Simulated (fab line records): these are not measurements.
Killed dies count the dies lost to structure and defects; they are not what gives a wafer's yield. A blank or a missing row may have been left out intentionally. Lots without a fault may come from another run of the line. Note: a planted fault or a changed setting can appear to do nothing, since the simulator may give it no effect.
Chamber matching / flow n5-finfet / N5_BEOL_M6_STRIP_67 on rie-diel-03: 4 sister chambers
The step strips in CF4. 22 wafers are shown with their chamber, then 11 later ones without.

## EACH WAFER AND ITS CHAMBER
wafer=L076.2; chamber=1; drypump-motor-current-A (A)=6.5; showerhead-plenum-p-Torr (Torr)=1.88; throttle-valve-pct (%)=13.49
wafer=L076.3; chamber=0; drypump-motor-current-A (A)=5.5; showerhead-plenum-p-Torr (Torr)=1.77; throttle-valve-pct (%)=13.25
wafer=L076.5; chamber=2; drypump-motor-current-A (A)=5.3; showerhead-plenum-p-Torr (Torr)=1.71; throttle-valve-pct (%)=13.80
wafer=L077.1; chamber=2; drypump-motor-current-A (A)=5.3; showerhead-plenum-p-Torr (Torr)=1.70; throttle-valve-pct (%)=13.80
wafer=L077.4; chamber=3; drypump-motor-current-A (A)=4.9; showerhead-plenum-p-Torr (Torr)=1.84; throttle-valve-pct (%)=13.95
wafer=L077.5; chamber=3; drypump-motor-current-A (A)=4.8; showerhead-plenum-p-Torr (Torr)=1.85; throttle-valve-pct (%)=13.92
wafer=L078.1; chamber=1; drypump-motor-current-A (A)=6.5; showerhead-plenum-p-Torr (Torr)=1.88; throttle-valve-pct (%)=13.51
wafer=L078.4; chamber=3; drypump-motor-current-A (A)=4.8; showerhead-plenum-p-Torr (Torr)=1.84; throttle-valve-pct (%)=13.94
wafer=L078.6; chamber=2; drypump-motor-current-A (A)=5.3; showerhead-plenum-p-Torr (Torr)=1.70; throttle-valve-pct (%)=13.82
wafer=L081.1; chamber=3; drypump-motor-current-A (A)=4.8; showerhead-plenum-p-Torr (Torr)=1.84; throttle-valve-pct (%)=13.94
wafer=L081.4; chamber=2; drypump-motor-current-A (A)=5.3; showerhead-plenum-p-Torr (Torr)=1.70; throttle-valve-pct (%)=13.80
wafer=L081.5; chamber=3; drypump-motor-current-A (A)=4.8; showerhead-plenum-p-Torr (Torr)=1.84; throttle-valve-pct (%)=13.91
wafer=L080.2; chamber=0; drypump-motor-current-A (A)=5.5; showerhead-plenum-p-Torr (Torr)=1.77; throttle-valve-pct (%)=13.27
wafer=L080.3; chamber=2; drypump-motor-current-A (A)=5.3; showerhead-plenum-p-Torr (Torr)=1.70; throttle-valve-pct (%)=13.82
wafer=L080.6; chamber=2; drypump-motor-current-A (A)=5.3; showerhead-plenum-p-Torr (Torr)=1.70; throttle-valve-pct (%)=13.82
wafer=L084.2; chamber=1; drypump-motor-current-A (A)=6.5; showerhead-plenum-p-Torr (Torr)=1.88; throttle-valve-pct (%)=13.55
wafer=L084.3; chamber=3; drypump-motor-current-A (A)=4.8; showerhead-plenum-p-Torr (Torr)=1.84; throttle-valve-pct (%)=13.98
wafer=L084.5; chamber=2; drypump-motor-current-A (A)=5.3; showerhead-plenum-p-Torr (Torr)=1.70; throttle-valve-pct (%)=13.83
wafer=L085.3; chamber=2; drypump-motor-current-A (A)=5.3; showerhead-plenum-p-Torr (Torr)=1.70; throttle-valve-pct (%)=13.82
wafer=L085.4; chamber=0; drypump-motor-current-A (A)=5.5; showerhead-plenum-p-Torr (Torr)=1.76; throttle-valve-pct (%)=13.28
wafer=L085.5; chamber=2; drypump-motor-current-A (A)=5.3; showerhead-plenum-p-Torr (Torr)=1.70; throttle-valve-pct (%)=13.85
wafer=L087.4; chamber=0; drypump-motor-current-A (A)=5.5; showerhead-plenum-p-Torr (Torr)=1.76; throttle-valve-pct (%)=13.31

SIGNATURES, as means of the wafers listed above
reading=drypump-motor-current-A; chamber 0=5.500; chamber 1=6.500; chamber 2=5.300; chamber 3=4.817; scatter within a chamber=0.0215
reading=showerhead-plenum-p-Torr; chamber 0=1.7650; chamber 1=1.8800; chamber 2=1.7011; chamber 3=1.8417; scatter within a chamber=0.00389
reading=throttle-valve-pct; chamber 0=13.2775; chamber 1=13.5167; chamber 2=13.8178; chamber 3=13.9400; scatter within a chamber=0.0222
Rule: distance of a wafer from a chamber = root of the sum over the readings of ((wafer's reading minus chamber's mean) / reading's scatter) squared. The wafer belongs to the nearest chamber; if the next one is less than 2 further off, it can't be placed. The scatter: take each reading less its chamber's mean, square it, sum over the shown wafers, divide by the number of wafers less the number of chambers, and take the root.

## WAFERS WITH NO CHAMBER GIVEN
wafer=L087.5; drypump-motor-current-A (A)=6.5; showerhead-plenum-p-Torr (Torr)=1.88; throttle-valve-pct (%)=13.55
wafer=L087.6; drypump-motor-current-A (A)=5.5; showerhead-plenum-p-Torr (Torr)=1.76; throttle-valve-pct (%)=13.29
wafer=L091.2; drypump-motor-current-A (A)=4.8; showerhead-plenum-p-Torr (Torr)=1.84; throttle-valve-pct (%)=13.97
wafer=L091.3; drypump-motor-current-A (A)=6.5; showerhead-plenum-p-Torr (Torr)=1.88; throttle-valve-pct (%)=13.57
wafer=L091.4; drypump-motor-current-A (A)=5.5; showerhead-plenum-p-Torr (Torr)=1.76; throttle-valve-pct (%)=13.30
wafer=L093.2; drypump-motor-current-A (A)=5.5; showerhead-plenum-p-Torr (Torr)=1.76; throttle-valve-pct (%)=13.32
wafer=L093.3; drypump-motor-current-A (A)=4.8; showerhead-plenum-p-Torr (Torr)=1.84; throttle-valve-pct (%)=14.01
wafer=L093.4; drypump-motor-current-A (A)=5.5; showerhead-plenum-p-Torr (Torr)=1.76; throttle-valve-pct (%)=13.30
wafer=L096.2; drypump-motor-current-A (A)=5.6; showerhead-plenum-p-Torr (Torr)=1.75; throttle-valve-pct (%)=13.35
wafer=L096.4; drypump-motor-current-A (A)=6.5; showerhead-plenum-p-Torr (Torr)=1.87; throttle-valve-pct (%)=13.62
wafer=L096.6; drypump-motor-current-A (A)=4.9; showerhead-plenum-p-Torr (Torr)=1.83; throttle-valve-pct (%)=13.41

## EACH ONE'S CHAMBER
wafer=L087.5; from the rows above=1; in truth=1
wafer=L087.6; from the rows above=0; in truth=0
wafer=L091.2; from the rows above=3; in truth=3
wafer=L091.3; from the rows above=1; in truth=1
wafer=L091.4; from the rows above=0; in truth=0
wafer=L093.2; from the rows above=0; in truth=0
wafer=L093.3; from the rows above=3; in truth=3
wafer=L093.4; from the rows above=0; in truth=0
wafer=L096.2; from the rows above=0; in truth=0
wafer=L096.4; from the rows above=1; in truth=1
wafer=L096.6; from the rows above=3; in truth=3
Correctly placed: 11 of 11. From these rows, 0 cannot be placed. Placed wrongly: 0.
